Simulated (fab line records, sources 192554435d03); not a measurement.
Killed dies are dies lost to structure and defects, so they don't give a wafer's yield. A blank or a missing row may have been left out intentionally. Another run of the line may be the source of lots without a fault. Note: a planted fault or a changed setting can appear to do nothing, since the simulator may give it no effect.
fab line records ; flow n5_finfet ; part 1 of 2: steps 1 to 21 of 30
record: lots: 5; wafers: 15; last_day: 16
route steps=1938 shown BEOL_M2@914 BEOL_M3@931
lots with no fault: from the same line, run without faults
start_h: hours from the record's first day to the start of the lot's first wafer shown ; wait_h: hours since the lot's step before ; " same as the row above ; L1.1+2: several wafers, shown together as one row ; - value missing, or start not given ; * or withheld: withheld ; < > ~ a bound
route shown NAME@n: a module of which the file shows steps, and the number in the route of the first ; usual: mean/standard deviation taken from wafers without a fault ; same: alike in all rows ; chamber/n: place in a boat ; sites: each site's reading ; _std_site: their standard deviation ; _edge_site: mean of outer sites minus mean of inner sites ; radius_mm: how far each site lies from the wafer's centre ; mask NAME#n: copy n ; behind: the tool/chamber that last shaped the wafer ; hold: the reason the lot was held/the length of the hold in hours/how it ended ; device: transistor that didn't switch, given as n, p or np ; end of line: tests of these same wafers at the route's end ; a step given without rows: its recipe and nothing more ; killed: dies lost to structure and defects at the first sort, not the wafer's yield ; map: per-die view of a wafer (x killed, . not killed, _ where there is no die)
set.NAME: the run value of the setting; set.NAME@STEP: its run value at that earlier step ; model.NAME: the simulator's own value behind a step, which no gauge read
lots seen at some steps along the route; tables by step, rows by wafer
services: when a tool's chamber went out of use (start_h, in hours from the record's first day, below 0 if earlier), for how many hours, and the reason
== steps ==
step: N5_BEOL_M2_SPUTTER_90
recipe: material: Cu; target_thk_a: 45; temp_c: -20; chamber_pressure_pa: 0.07; power_w: withheld; time_s: 8.29
usual: chuck_gas_flow_sccm: 1.26/0.056; chuck_sensor_temp_C: -16.4/0.4; throttle_valve_pct: 29.9/1.1
same: time_s: 8.29
lot.wafer;tool;chamber;start_h;wait_h;chuck_gas_flow_sccm;chuck_sensor_temp_C;throttle_valve_pct
L074.1;pvd_sputter-01;-;141.77;0.1;1.31;-16.9;29.4
L074.5;pvd_sputter-01;-;141.77;0.1;1.25;-16.6;29.5
L074.6;pvd_sputter-01;-;141.77;0.1;1.19;-16.0;29.2
L079.1;pvd_sputter-02;-;168.79;0.1;1.30;-16.2;29.0
L079.3;pvd_sputter-02;-;168.79;0.1;1.35;-16.3;30.5
L079.5;pvd_sputter-02;-;168.79;0.1;1.32;-16.2;29.2
L080.1;pvd_sputter-03;-;189.25;0.1;1.28;-16.3;30.0
L080.2;pvd_sputter-03;-;189.25;0.1;1.27;-16.9;30.0
L080.3;pvd_sputter-03;-;189.25;0.1;1.26;-16.7;28.3
L082.2;pvd_sputter-03;-;196.79;0.1;1.27;-16.8;28.3
L082.4;pvd_sputter-03;-;196.79;0.1;1.21;-16.9;29.9
L082.6;pvd_sputter-03;-;196.79;0.1;1.26;-17.0;29.8
L095.2;pvd_sputter-02;-;257.19;0.1;1.21;-16.0;27.9
L095.3;pvd_sputter-02;-;257.19;0.1;1.39;-16.1;29.2
L095.6;pvd_sputter-02;-;257.19;0.1;1.26;-16.0;29.1
step: N5_BEOL_M2_ANNEAL_91
recipe: temp_c: 400; time_s: 240; ambient: vacuum
usual: heater_power_w: 805/52
same: time_s: 240
lot.wafer;tool;chamber;start_h;wait_h;heater_power_w
L074.1;pvd_sputter-01;-;141.85;0.0;684
L074.5;pvd_sputter-01;-;141.85;0.0;694
L074.6;pvd_sputter-01;-;141.85;0.0;831
L079.1;pvd_sputter-02;-;168.87;0.0;793
L079.3;pvd_sputter-02;-;168.87;0.0;790
L079.5;pvd_sputter-02;-;168.87;0.0;806
L080.1;pvd_sputter-03;-;189.33;0.0;879
L080.2;pvd_sputter-03;-;189.33;0.0;816
L080.3;pvd_sputter-03;-;189.33;0.0;824
L082.2;pvd_sputter-03;-;196.87;0.0;830
L082.4;pvd_sputter-03;-;196.87;0.0;830
L082.6;pvd_sputter-03;-;196.87;0.0;844
L095.2;pvd_sputter-02;-;257.27;0.0;862
L095.3;pvd_sputter-02;-;257.27;0.0;789
L095.6;pvd_sputter-02;-;257.27;0.0;793
step: N5_BEOL_M2_SPUTTER_92
recipe: material: Cu; target_thk_a: 45; temp_c: -20; chamber_pressure_pa: 0.07; power_w: withheld; time_s: 8.29
usual: chuck_gas_flow_sccm: 1.26/0.057; chuck_sensor_temp_C: -16.4/0.38; throttle_valve_pct: 29.9/1.1
same: time_s: 8.29
lot.wafer;tool;chamber;start_h;wait_h;chuck_gas_flow_sccm;chuck_sensor_temp_C;throttle_valve_pct
L074.1;pvd_sputter-01;-;141.99;0.1;1.22;-16.7;29.4
L074.5;pvd_sputter-01;-;141.99;0.1;1.28;-16.8;29.4
L074.6;pvd_sputter-01;-;141.99;0.1;1.22;-16.1;28.7
L079.1;pvd_sputter-02;-;169.01;0.1;1.39;-16.2;29.3
L079.3;pvd_sputter-02;-;169.01;0.1;1.31;-16.3;30.4
L079.5;pvd_sputter-02;-;169.01;0.1;1.28;-16.0;29.0
L080.1;pvd_sputter-03;-;189.47;0.1;1.27;-16.4;30.1
L080.2;pvd_sputter-03;-;189.47;0.1;1.27;-16.8;29.8
L080.3;pvd_sputter-03;-;189.47;0.1;1.26;-16.9;28.3
L082.2;pvd_sputter-03;-;197.01;0.1;1.28;-16.8;28.1
L082.4;pvd_sputter-03;-;197.01;0.1;1.13;-16.9;30.0
L082.6;pvd_sputter-03;-;197.01;0.1;1.25;-16.9;30.1
L095.2;pvd_sputter-02;-;257.41;0.1;1.27;-15.8;27.9
L095.3;pvd_sputter-02;-;257.41;0.1;1.34;-16.0;29.1
L095.6;pvd_sputter-02;-;257.41;0.1;1.40;-16.1;29.1
step: N5_BEOL_M2_ANNEAL_93
recipe: temp_c: 400; time_s: 240; ambient: vacuum
usual: heater_power_w: 806/51
same: time_s: 240
lot.wafer;tool;chamber;start_h;wait_h;heater_power_w
L074.1;pvd_sputter-01;-;142.07;0.0;686
L074.5;pvd_sputter-01;-;142.07;0.0;702
L074.6;pvd_sputter-01;-;142.07;0.0;828
L079.1;pvd_sputter-02;-;169.09;0.0;781
L079.3;pvd_sputter-02;-;169.09;0.0;791
L079.5;pvd_sputter-02;-;169.09;0.0;779
L080.1;pvd_sputter-03;-;189.55;0.0;867
L080.2;pvd_sputter-03;-;189.55;0.0;816
L080.3;pvd_sputter-03;-;189.55;0.0;814
L082.2;pvd_sputter-03;-;197.09;0.0;843
L082.4;pvd_sputter-03;-;197.09;0.0;846
L082.6;pvd_sputter-03;-;197.09;0.0;811
L095.2;pvd_sputter-02;-;257.49;0.0;855
L095.3;pvd_sputter-02;-;257.49;0.0;797
L095.6;pvd_sputter-02;-;257.49;0.0;797
step: N5_BEOL_M2_SPUTTER_94
recipe: material: Cu; target_thk_a: 45; temp_c: -20; chamber_pressure_pa: 0.07; power_w: withheld; time_s: 8.29
usual: chuck_gas_flow_sccm: 1.25/0.055; chuck_sensor_temp_C: -16.4/0.4; throttle_valve_pct: 29.9/1.1
same: time_s: 8.29
lot.wafer;tool;chamber;start_h;wait_h;chuck_gas_flow_sccm;chuck_sensor_temp_C;throttle_valve_pct
L074.1;pvd_sputter-01;-;142.21;0.1;1.22;-16.9;29.5
L074.5;pvd_sputter-01;-;142.21;0.1;1.34;-16.8;29.2
L074.6;pvd_sputter-01;-;142.21;0.1;1.19;-16.2;29.1
L079.1;pvd_sputter-02;-;169.23;0.1;1.28;-16.1;29.2
L079.3;pvd_sputter-02;-;169.23;0.1;1.34;-16.3;30.3
L079.5;pvd_sputter-02;-;169.23;0.1;1.24;-16.0;29.2
L080.1;pvd_sputter-03;-;189.69;0.1;1.31;-16.5;30.1
L080.2;pvd_sputter-03;-;189.69;0.1;1.28;-17.0;30.0
L080.3;pvd_sputter-03;-;189.69;0.1;1.34;-16.8;28.6
L082.2;pvd_sputter-03;-;197.23;0.1;1.29;-16.7;28.2
L082.4;pvd_sputter-03;-;197.23;0.1;1.30;-17.1;30.0
L082.6;pvd_sputter-03;-;197.23;0.1;1.17;-16.8;30.1
L095.2;pvd_sputter-02;-;257.63;0.1;1.22;-15.8;27.4
L095.3;pvd_sputter-02;-;257.63;0.1;1.37;-16.4;29.3
L095.6;pvd_sputter-02;-;257.63;0.1;1.27;-16.2;29.3
step: N5_BEOL_M2_ANNEAL_95
recipe: temp_c: 400; time_s: 240; ambient: vacuum
usual: heater_power_w: 806/51
same: time_s: 240
lot.wafer;tool;chamber;start_h;wait_h;heater_power_w
L074.1;pvd_sputter-01;-;142.29;0.0;695
L074.5;pvd_sputter-01;-;142.29;0.0;674
L074.6;pvd_sputter-01;-;142.29;0.0;853
L079.1;pvd_sputter-02;-;169.31;0.0;801
L079.3;pvd_sputter-02;-;169.31;0.0;789
L079.5;pvd_sputter-02;-;169.31;0.0;787
L080.1;pvd_sputter-03;-;189.77;0.0;893
L080.2;pvd_sputter-03;-;189.77;0.0;796
L080.3;pvd_sputter-03;-;189.77;0.0;840
L082.2;pvd_sputter-03;-;197.31;0.0;815
L082.4;pvd_sputter-03;-;197.31;0.0;828
L082.6;pvd_sputter-03;-;197.31;0.0;842
L095.2;pvd_sputter-02;-;257.71;0.0;887
L095.3;pvd_sputter-02;-;257.71;0.0;781
L095.6;pvd_sputter-02;-;257.71;0.0;780
step: N5_BEOL_M2_SPUTTER_96
recipe: material: Cu; target_thk_a: 45; temp_c: -20; chamber_pressure_pa: 0.07; power_w: withheld; time_s: 8.29
usual: chuck_gas_flow_sccm: 1.26/0.051; chuck_sensor_temp_C: -16.4/0.4; throttle_valve_pct: 29.9/1.1
same: time_s: 8.29
lot.wafer;tool;chamber;start_h;wait_h;chuck_gas_flow_sccm;chuck_sensor_temp_C;throttle_valve_pct
L074.1;pvd_sputter-01;-;142.43;0.1;1.28;-16.8;29.4
L074.5;pvd_sputter-01;-;142.43;0.1;1.20;-16.8;29.4
L074.6;pvd_sputter-01;-;142.43;0.1;1.22;-16.1;29.2
L079.1;pvd_sputter-02;-;169.45;0.1;1.31;-16.3;29.1
L079.3;pvd_sputter-02;-;169.45;0.1;1.33;-16.5;30.6
L079.5;pvd_sputter-02;-;169.45;0.1;1.31;-16.1;29.2
L080.1;pvd_sputter-03;-;189.91;0.1;1.20;-16.3;30.1
L080.2;pvd_sputter-03;-;189.91;0.1;1.17;-17.0;29.9
L080.3;pvd_sputter-03;-;189.91;0.1;1.26;-16.6;28.4
L082.2;pvd_sputter-03;-;197.45;0.1;1.24;-16.8;28.5
L082.4;pvd_sputter-03;-;197.45;0.1;1.16;-17.0;30.0
L082.6;pvd_sputter-03;-;197.45;0.1;1.23;-16.9;30.2
L095.2;pvd_sputter-02;-;257.85;0.1;1.27;-15.9;27.8
L095.3;pvd_sputter-02;-;257.85;0.1;1.32;-15.9;29.1
L095.6;pvd_sputter-02;-;257.85;0.1;1.27;-16.3;29.4
step: N5_BEOL_M2_ECD_50
recipe: material: Cu; target_thk_a: 3000
lot.wafer;tool;chamber;start_h;wait_h
L074.1+5+6;ecd_cu-02;1,1,0;142.54;0.1
L079.1+3+5;ecd_cu-02;0,1,1;169.57;0.1
L080.1+2+3;ecd_cu-01;0,1,0;190.02;0.1
L082.2+4+6;ecd_cu-01;1;197.56;0.1
L095.2+3+6;ecd_cu-01;1,0,1;257.97;0.1
step: N5_BEOL_M2_ANNEAL_51
recipe: temp_c: 225; time_s: 90; ambient: N2
usual: wafer_temp_C_max: 225.80/0.22
same: time_s: 90
lot.wafer;tool;chamber;start_h;wait_h;wafer_temp_C_max
L074.1;rtp_anneal-01;0;142.62;0.1;226.11
L074.5;rtp_anneal-01;0;142.62;0.1;225.70
L074.6;rtp_anneal-01;0;142.62;0.1;225.58
L079.1;rtp_anneal-02;0;169.97;0.4;225.81
L079.3;rtp_anneal-02;0;169.97;0.4;225.78
L079.5;rtp_anneal-02;0;169.97;0.4;225.70
L080.1;rtp_anneal-02;0;190.10;0.1;225.85
L080.2;rtp_anneal-02;0;190.10;0.1;225.79
L080.3;rtp_anneal-02;0;190.10;0.1;225.66
L082.2;rtp_anneal-02;0;197.73;0.1;225.75
L082.4;rtp_anneal-02;0;197.73;0.1;225.83
L082.6;rtp_anneal-02;0;197.73;0.1;225.64
L095.2;rtp_anneal-02;0;258.09;0.1;225.67
L095.3;rtp_anneal-02;0;258.09;0.1;225.63
L095.6;rtp_anneal-02;0;258.09;0.1;225.72
step: N5_BEOL_M2_CMP_52
recipe: stop_on: SiOC; t_overpolish_s: 6.8; down_force_psi: 1; platen_rpm: 50; clearing_platen_down_force_psi: 1.5; clearing_platen_rpm: 50; post_cmp_clean: cu_alkaline; target_thk_nm: 40; clearing_platen_pad_velocity_m_s: 0.99484; pad_velocity_m_s: 0.99484
usual: barrier_field_endpoint_s: 24.9/0.94; clearing_platen_down_force_psi: 1.5002/0.0029; clearing_platen_rpm: 49.998/0.026; edge_zone_pressure_frac: 1.001/0.0052; motor_current_A: 6.2/0.5; overpolish_run_s: 6.799/0.0084; pad_life_wafers: 951/650; time_to_endpoint_s: 64/4.9
lot.wafer;tool;chamber;start_h;wait_h;barrier_field_endpoint_s;clearing_platen_down_force_psi;clearing_platen_rpm;edge_zone_pressure_frac;motor_current_A;overpolish_run_s;pad_life_wafers;time_to_endpoint_s
L074.1;cmp-03;2;142.92;0.3;24.1;1.4964;50.032;1.004;5.7;6.807;1206;64
L074.6;cmp-03;2;142.92;0.3;24.6;1.4989;49.987;0.997;5.7;6.800;-;62
L074.5;cmp-03;3;142.92;0.3;25.7;1.5022;50.016;1.002;7.0;6.798;-;65
L079.1;cmp-03;3;170.27;0.3;24.7;1.4977;49.962;0.996;7.0;6.789;1458;60
L079.3;cmp-03;0;170.27;0.3;24.6;1.4965;49.988;1.011;6.5;6.811;1459;62
L079.5;cmp-03;3;170.27;0.3;25.1;1.5024;50.007;1.005;7.3;6.800;-;64
L080.3;cmp-02;1;190.40;0.2;26.4;1.5046;49.942;0.998;5.8;6.792;138;73
L080.1;cmp-02;2;190.40;0.2;25.5;1.5027;49.997;0.997;6.6;6.797;139;69
L080.2;cmp-02;0;190.40;0.2;24.3;1.5039;49.974;1.000;6.9;6.793;141;59
L082.2;cmp-03;1;198.19;0.4;23.7;1.5008;50.024;1.001;6.3;6.796;1728;58
L082.4;cmp-03;0;198.19;0.4;24.4;1.5012;50.035;1.005;6.6;6.805;1731;64
L082.6;cmp-03;1;198.19;0.4;24.0;1.4985;50.001;0.997;5.7;6.793;-;58
L095.3;cmp-03;3;258.42;0.2;25.8;1.5022;50.004;0.989;6.7;6.800;86;73
L095.2;cmp-03;0;258.42;0.2;25.8;1.4982;50.053;0.998;6.6;6.815;87;71
L095.6;cmp-03;1;258.42;0.2;24.8;1.5014;49.983;1.000;5.9;6.803;-;68
step: N5_BEOL_M2_THK_MEAS_53
recipe: thk_meas_gauge: xrf; reads: Cu_of_BEOL_M2_ECD_50
usual: M2_THK: 40.7/1.9
lot.wafer;tool;chamber;start_h;wait_h;M2_THK[nm]
L074.1;film_metro-01;-;143.21;-;41.7
L074.5;film_metro-01;-;143.21;-;41.6
L074.6;film_metro-01;-;143.21;-;39.7
L079.1;film_metro-02;-;170.57;-;40.3
L079.3;film_metro-02;-;170.57;-;41.5
L079.5;film_metro-02;-;170.57;-;38.5
L080.1;film_metro-01;-;190.70;-;43.2
L080.2;film_metro-01;-;190.70;-;41.5
L080.3;film_metro-01;-;190.70;-;42.7
L082.2;film_metro-01;-;198.49;-;38.3
L082.4;film_metro-01;-;198.49;-;41.9
L082.6;film_metro-01;-;198.49;-;38.9
L095.2;film_metro-02;-;258.64;-;40.6
L095.3;film_metro-02;-;258.64;-;42.0
L095.6;film_metro-02;-;258.64;-;40.9
step: N5_BEOL_M2_PRE_CLEAN_60
recipe: gas: NH3/H2; time_s: 15; temp_c: *; rf_power_w: 300
usual: heater_power_w: 94/13
same: time_s: 15
lot.wafer;tool;chamber;start_h;wait_h;heater_power_w;since_wet_clean_h
L074.1;cvd_co-01;1;143.25;0.0;102;6
L074.5;cvd_co-01;1;143.25;0.0;103;-
L074.6;cvd_co-01;0;143.25;0.0;69;-
L079.1;cvd_co-01;1;170.60;0.0;103;34
L079.3;cvd_co-01;0;170.60;0.0;70;931
L079.5;cvd_co-01;0;170.60;0.0;68;-
L080.1;cvd_co-02;2;190.73;0.0;85;273
L080.2;cvd_co-02;1;190.73;0.0;90;1169
L080.3;cvd_co-02;0;190.73;0.0;108;732
L082.2;cvd_co-02;0;198.52;0.0;110;740
L082.4;cvd_co-02;0;198.52;0.0;109;-
L082.6;cvd_co-02;2;198.52;0.0;88;-
L095.2;cvd_co-02;1;258.67;0.0;89;1237
L095.3;cvd_co-02;0;258.67;0.0;107;800
L095.6;cvd_co-02;0;258.67;0.0;110;-
step: N5_BEOL_M2_CO_CAP_55
recipe: material: Co; target_thk_a: 20; temp_c: 200; precursor: CCTBA/H2; pressure_torr: 30; time_s: 102.1
usual: heater_power_w: 248/16
same: time_s: 102.1
lot.wafer;tool;chamber;start_h;wait_h;heater_power_w;since_wet_clean_h
L074.1;cvd_co-01;1;143.29;0.0;253;7
L074.5;cvd_co-01;1;143.29;0.0;255;-
L074.6;cvd_co-01;0;143.29;0.0;216;-
L079.1;cvd_co-01;1;170.64;0.0;258;34
L079.3;cvd_co-01;0;170.64;0.0;222;931
L079.5;cvd_co-01;0;170.64;0.0;222;-
L080.1;cvd_co-02;2;190.77;0.0;241;273
L080.2;cvd_co-02;1;190.77;0.0;245;1169
L080.3;cvd_co-02;0;190.77;0.0;261;732
L082.2;cvd_co-02;0;198.56;0.0;262;740
L082.4;cvd_co-02;0;198.56;0.0;264;-
L082.6;cvd_co-02;2;198.56;0.0;243;-
L095.2;cvd_co-02;1;258.71;0.0;238;1237
L095.3;cvd_co-02;0;258.71;0.0;267;800
L095.6;cvd_co-02;0;258.71;0.0;268;-
step: N5_BEOL_M2_PRE_CLEAN_56
recipe: gas: NH3; time_s: 15; temp_c: withheld; rf_power_w: 300
same: time_s: 15
lot.wafer;tool;chamber;start_h;wait_h;since_wet_clean_h
L074.1;pecvd-01;2;143.38;0.1;93
L074.5;pecvd-01;1;143.38;0.1;-
L074.6;pecvd-01;0;143.38;0.1;-
L079.1;pecvd-01;2;170.73;0.1;121
L079.3;pecvd-01;1;170.73;0.1;1600
L079.5;pecvd-01;1;170.73;0.1;-
L080.1;pecvd-04;1;190.86;0.1;1982
L080.2;pecvd-04;0;190.86;0.1;1257
L080.3;pecvd-04;0;190.86;0.1;-
L082.2;pecvd-01;0;198.66;0.1;903
L082.4;pecvd-01;0;198.66;0.1;-
L082.6;pecvd-01;2;198.66;0.1;-
L095.2;pecvd-02;2;258.81;0.1;27
L095.3;pecvd-02;0;258.81;0.1;781
L095.6;pecvd-02;1;258.81;0.1;-
step: N5_BEOL_M2_DEP_57
recipe: material: SiCN; target_thk_a: 80; temp_c: withheld; precursor: 3MS/NH3; pressure_torr: 3; rf_w: 202; time_s: 14
usual: showerhead_plenum_p_Torr: 3.660/0.019; throttle_valve_pct: 9.0/0.5
same: time_s: 14
lot.wafer;tool;chamber;start_h;wait_h;showerhead_plenum_p_Torr;since_wet_clean_h;throttle_valve_pct
L074.1;pecvd-01;2;143.41;0.0;3.632;93;8.2
L074.5;pecvd-01;1;143.41;0.0;3.643;-;8.5
L074.6;pecvd-01;0;143.41;0.0;3.685;-;8.9
L079.1;pecvd-01;2;170.76;0.0;3.615;121;8.2
L079.3;pecvd-01;1;170.76;0.0;3.649;1600;8.7
L079.5;pecvd-01;1;170.76;0.0;3.639;-;8.8
L080.1;pecvd-04;1;190.90;0.0;3.678;1982;9.2
L080.2;pecvd-04;0;190.90;0.0;3.673;1257;9.2
L080.3;pecvd-04;0;190.90;0.0;3.666;-;9.1
L082.2;pecvd-01;0;198.68;0.0;3.688;903;9.0
L082.4;pecvd-01;0;198.68;0.0;3.693;-;9.0
L082.6;pecvd-01;2;198.68;0.0;3.631;-;8.3
L095.2;pecvd-02;2;258.83;0.0;3.664;27;8.3
L095.3;pecvd-02;0;258.83;0.0;3.665;781;9.1
L095.6;pecvd-02;1;258.83;0.0;3.672;-;9.6
step: N5_BEOL_M2_RS_MEAS_58
recipe: thk_meas_gauge: four-point-probe; reads: Co_of_BEOL_M2_CO_CAP_55+Cu_of_BEOL_M2_ECD_50+Co_of_BEOL_M2_CVD_47+TaN_of_BEOL_M2_ALD_84
usual: M2_RS: 0.67/0.04
lot.wafer;tool;chamber;start_h;wait_h;M2_RS[ohm/sq]
L074.1;film_metro-02;-;143.48;0.0;0.65
L074.5;film_metro-02;-;143.48;0.0;0.66
L074.6;film_metro-02;-;143.48;0.0;0.69
L079.1;film_metro-02;-;170.83;0.0;0.66
L079.3;film_metro-02;-;170.83;0.0;0.64
L079.5;film_metro-02;-;170.83;0.0;0.71
L080.1;film_metro-01;-;190.99;0.1;0.62
L080.2;film_metro-01;-;190.99;0.1;0.65
L080.3;film_metro-01;-;190.99;0.1;0.63
L082.2;film_metro-02;-;198.75;0.1;0.72
L082.4;film_metro-02;-;198.75;0.1;0.65
L082.6;film_metro-02;-;198.75;0.1;0.71
L095.2;film_metro-01;-;258.90;0.1;0.67
L095.3;film_metro-01;-;258.90;0.1;0.64
L095.6;film_metro-01;-;258.90;0.1;0.66
step: N5_BEOL_M2_INSPECT_59
recipe: inspect_instrument: darkfield; mode: post_dep
usual: raw_defect_count: 68/21
lot.wafer;tool;chamber;start_h;wait_h;raw_defect_count
L074.1;defect_inspect-01;-;143.50;0.0;64
L074.5;defect_inspect-01;-;143.50;0.0;49
L074.6;defect_inspect-01;-;143.50;0.0;52
L079.1;defect_inspect-01;-;170.85;0.0;71
L079.3;defect_inspect-01;-;170.85;0.0;69
L079.5;defect_inspect-01;-;170.85;0.0;89
L080.1;defect_inspect-02;-;191.01;0.0;60
L080.2;defect_inspect-02;-;191.01;0.0;39
L080.3;defect_inspect-02;-;191.01;0.0;34
L082.2;defect_inspect-01;-;198.77;0.0;60
L082.4;defect_inspect-01;-;198.77;0.0;25
L082.6;defect_inspect-01;-;198.77;0.0;48
L095.2;defect_inspect-02;-;258.92;0.0;80
L095.3;defect_inspect-02;-;258.92;0.0;112
L095.6;defect_inspect-02;-;258.92;0.0;85
step: N5_BEOL_M3_ILD_DEP_00
recipe: material: SiOC; target_thk_a: 790; temp_c: 350; precursor: DEMS/O2; pressure_torr: 5; rf_w: 500; time_s: 15.3
usual: heater_power_w: 525/72; showerhead_plenum_p_Torr: 5.697/0.011; throttle_valve_pct: 12.1/0.6
same: time_s: 15.3
lot.wafer;tool;chamber;start_h;wait_h;heater_power_w;showerhead_plenum_p_Torr;since_wet_clean_h;throttle_valve_pct
L074.1;pecvd-02;2;143.54;0.0;500;5.695;2116;12.0
L074.5;pecvd-02;1;143.54;0.0;453;5.694;-;12.3
L074.6;pecvd-02;2;143.54;0.0;509;5.691;-;12.0
L079.1;pecvd-02;0;170.89;0.0;508;5.693;694;12.8
L079.3;pecvd-02;2;170.89;0.0;516;5.690;2144;11.8
L079.5;pecvd-02;0;170.89;0.0;522;5.691;-;12.6
L080.1;pecvd-03;0;191.05;0.0;526;5.709;267;11.0
L080.2;pecvd-03;1;191.05;0.0;638;5.716;1801;12.1
L080.3;pecvd-03;0;191.05;0.0;529;5.705;-;11.2
L082.2;pecvd-03;0;198.81;0.0;517;5.714;275;11.1
L082.4;pecvd-03;2;198.81;0.0;376;5.703;-;11.1
L082.6;pecvd-03;1;198.81;0.0;612;5.709;-;12.4
L095.2;pecvd-03;1;258.96;0.0;545;5.709;1869;12.4
L095.3;pecvd-03;0;258.96;0.0;524;5.707;335;11.2
L095.6;pecvd-03;2;258.96;0.0;428;5.701;-;11.4
step: N5_BEOL_M3_THK_MEAS_01
recipe: reads: SiOC_of_BEOL_M3_ILD_DEP_00
usual: M3_ILD_THK: 79.6/1.3
lot.wafer;tool;chamber;start_h;wait_h;M3_ILD_THK[nm]
L074.1;film_metro-01;-;143.62;0.1;79.5
L074.5;film_metro-01;-;143.62;0.1;82.4
L074.6;film_metro-01;-;143.62;0.1;80.2
L079.1;film_metro-01;-;171.17;0.3;77.8
L079.3;film_metro-01;-;171.17;0.3;78.9
L079.5;film_metro-01;-;171.17;0.3;79.0
L080.1;film_metro-02;-;191.13;0.1;78.4
L080.2;film_metro-02;-;191.13;0.1;77.5
L080.3;film_metro-02;-;191.13;0.1;79.1
L082.2;film_metro-01;-;198.88;0.1;78.0
L082.4;film_metro-01;-;198.88;0.1;79.3
L082.6;film_metro-01;-;198.88;0.1;79.2
L095.2;film_metro-02;-;259.03;0.1;78.0
L095.3;film_metro-02;-;259.03;0.1;79.4
L095.6;film_metro-02;-;259.03;0.1;78.3
step: N5_BEOL_M3_PECVD_72
recipe: material: SiO2; target_thk_a: 160; temp_c: 400; precursor: TEOS/O2; pressure_torr: 5.5; rf_w: 450; teos_flow_sccm: 53.8; gas: O2; flow_sccm: 3000; time_s: 18
usual: heater_power_w: 746/95; showerhead_plenum_p_Torr: 8.81/0.05; throttle_valve_pct: 22.4/1.2
same: time_s: 18
lot.wafer;tool;chamber;start_h;wait_h;heater_power_w;showerhead_plenum_p_Torr;since_wet_clean_h;throttle_valve_pct
L074.1;pecvd-04;0;143.66;0.0;931;8.77;1210;22.4
L074.5;pecvd-04;1;143.66;0.0;831;8.83;-;22.0
L074.6;pecvd-04;0;143.66;0.0;935;8.79;-;22.6
L079.1;pecvd-03;0;171.20;0.0;725;8.82;247;20.8
L079.3;pecvd-03;2;171.20;0.0;536;8.83;300;21.1
L079.5;pecvd-03;2;171.20;0.0;528;8.84;-;20.6
L080.1;pecvd-03;0;191.17;0.0;758;8.85;267;20.6
L080.2;pecvd-03;1;191.17;0.0;836;8.90;1801;22.9
L080.3;pecvd-03;0;191.17;0.0;725;8.85;-;20.6
L082.2;pecvd-04;1;198.91;0.0;837;8.84;1990;22.2
L082.4;pecvd-04;2;198.91;0.0;813;8.71;-;23.7
L082.6;pecvd-04;0;198.91;0.0;954;8.81;-;22.6
L095.2;pecvd-04;0;259.07;0.0;906;8.78;1325;22.5
L095.3;pecvd-04;2;259.07;0.0;762;8.73;571;24.1
L095.6;pecvd-04;2;259.07;0.0;778;8.72;-;24.3
step: N5_BEOL_M3_HM_DEP_02
recipe: material: TiN; target_thk_a: 200; temp_c: 25; chamber_pressure_pa: 0.49996
usual: throttle_valve_pct: 30.0/1.2
lot.wafer;tool;chamber;start_h;wait_h;throttle_valve_pct
L074.1;pvd_sputter-03;-;143.88;0.2;30.3
L074.5;pvd_sputter-03;-;143.88;0.2;30.0
L074.6;pvd_sputter-03;-;143.88;0.2;30.1
L079.1;pvd_sputter-02;-;174.64;3.4;28.0
L079.3;pvd_sputter-02;-;174.64;3.4;30.5
L079.5;pvd_sputter-02;-;174.64;3.4;29.3
L080.1;pvd_sputter-01;-;191.53;0.3;30.3
L080.2;pvd_sputter-01;-;191.53;0.3;29.2
L080.3;pvd_sputter-01;-;191.53;0.3;30.9
L082.2;pvd_sputter-01;-;199.26;0.3;28.9
L082.4;pvd_sputter-01;-;199.26;0.3;30.5
L082.6;pvd_sputter-01;-;199.26;0.3;29.6
L095.2;pvd_sputter-03;-;259.12;0.0;30.5
L095.3;pvd_sputter-03;-;259.12;0.0;28.7
L095.6;pvd_sputter-03;-;259.12;0.0;29.9
